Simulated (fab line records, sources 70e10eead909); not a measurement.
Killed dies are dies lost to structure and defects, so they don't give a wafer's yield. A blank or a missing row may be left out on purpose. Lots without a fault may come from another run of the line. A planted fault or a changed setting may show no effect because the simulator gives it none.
A struck lot beside a sound one | flow nand_harc | 15 steps out of a route of 1302
Sound: wafers L111.2, L111.3, L111.4. Struck: wafers L131.1, L131.2, L131.5. The cause comes at the end.
At each step with rows: each side's tool, then ch and its chambers, then its first start. Under that, the readings that differ: sound wafers | struck wafers | difference of the means | sigmas: that difference in standard deviations of wafers without a fault.
alike: readings whose means differ by less than 2 such deviations, and words and numbers that are the same on both sides. not compared: withheld readings, readings that some wafer has no value for, bounds like >300 that may hide the same value, and numbers for which the record gives no deviation and whose values overlap.
The two part at a step that has a row with sigmas, a row that says differs or no value, or rows on one side only. Numbers that don't overlap but have no deviation are shown without sigmas and don't part them. A reading that every wafer of one side lacks parts them only if that side has two wafers or more.

first, 8 steps without rows for these wafers: NHARC_A_M0_HMDS_02 (time 30 s); NHARC_A_M0_COAT_33 (time 65 s); NHARC_A_M0_COAT_03 (resist thk 90 nm); NHARC_A_M0_SOFTBAKE_04 (time 55 s); NHARC_A_M0_EBR_05; NHARC_A_M0_EXPOSE_06 (exposes mask A M0, target cd 80 nm); NHARC_A_M0_PEB_07 (peb time 65 s); NHARC_A_M0_DEVELOP_08 (develop time 35 s).
NHARC_A_M0_CD_MEAS_09: target cd 80 nm.
  sound on cd_sem-02 ch 0, day 23 05:02; struck on cd_sem-02 ch 0, day 30 12:47
  alike: cd_nm
NHARC_A_M0_OVL_MEAS_10: pitch 160 nm.
  sound on overlay-02, day 23 05:08; struck on overlay-02, day 30 12:53
  alike: overlay_x_nm, overlay_y_nm
NHARC_A_M0_INSPECT_11:
  sound on defect_inspect-02, day 23 05:10; struck on defect_inspect-02, day 30 12:55
  reading          | sound    | struck      | difference | sigmas
  raw_defect_count | 15 21 31 | 160 176 147 | +139       | +3
NHARC_A_M0_DESCUM_14: chemistry O2, time 3 s.
  sound on rie_diel-02 ch 0,3, day 23 05:14; struck on rie_diel-08 ch 0,1,2, day 30 12:59
  reading                         | sound          | struck         | difference | sigmas
  showerhead_plenum_p_Torr (Torr) | 2.00 1.99 2.00 | 1.80 1.78 1.82 | -0.20      | -2
  alike: chamber_pressure_mTorr, drypump_motor_current_A, mfc_ar_sccm, oes_product_au, rf_vpp_V, throttle_valve_pct
  not compared: rf_hours_counter_h
NHARC_A_M0_ETCH_34: etches the open film in N2/H2, target depth 40 nm, overetch 12 nm, time 43.94 s.
  sound on rie_diel-02 ch 2,3, day 23 05:20; struck on rie_diel-08 ch 0,1, day 30 13:04
  no value came back on the struck wafers for any of 10 readings (bias_w (W), chamber_pressure_mTorr (mTorr) and others); on the sound wafers bias_w (W) reads 150.4 149.6 150.5
  not compared: rf_hours_counter_h
NHARC_A_M0_ETCH_15: etches the open film in C4F8/Ar, target depth 150 nm, overetch 15 nm, time 82.5 s.
  sound on rie_diel-02 ch 0,2,3; struck on rie_diel-08 ch 1,3, day 30 13:10
  alike: bias_w, chamber_pressure_mTorr, oes_product_au, rf_fwd_power_W, rf_vpp_V
  not compared: rf_hours_counter_h
NHARC_END_SORT_01:
  the record has rows for the struck wafers here (prober-02 ch 0, day 32 03:56) and none for the sound ones

WHERE THEY PART
First at NHARC_A_M0_INSPECT_11; last, within this record, at NHARC_END_SORT_01.

WHY: what the simulator had put in
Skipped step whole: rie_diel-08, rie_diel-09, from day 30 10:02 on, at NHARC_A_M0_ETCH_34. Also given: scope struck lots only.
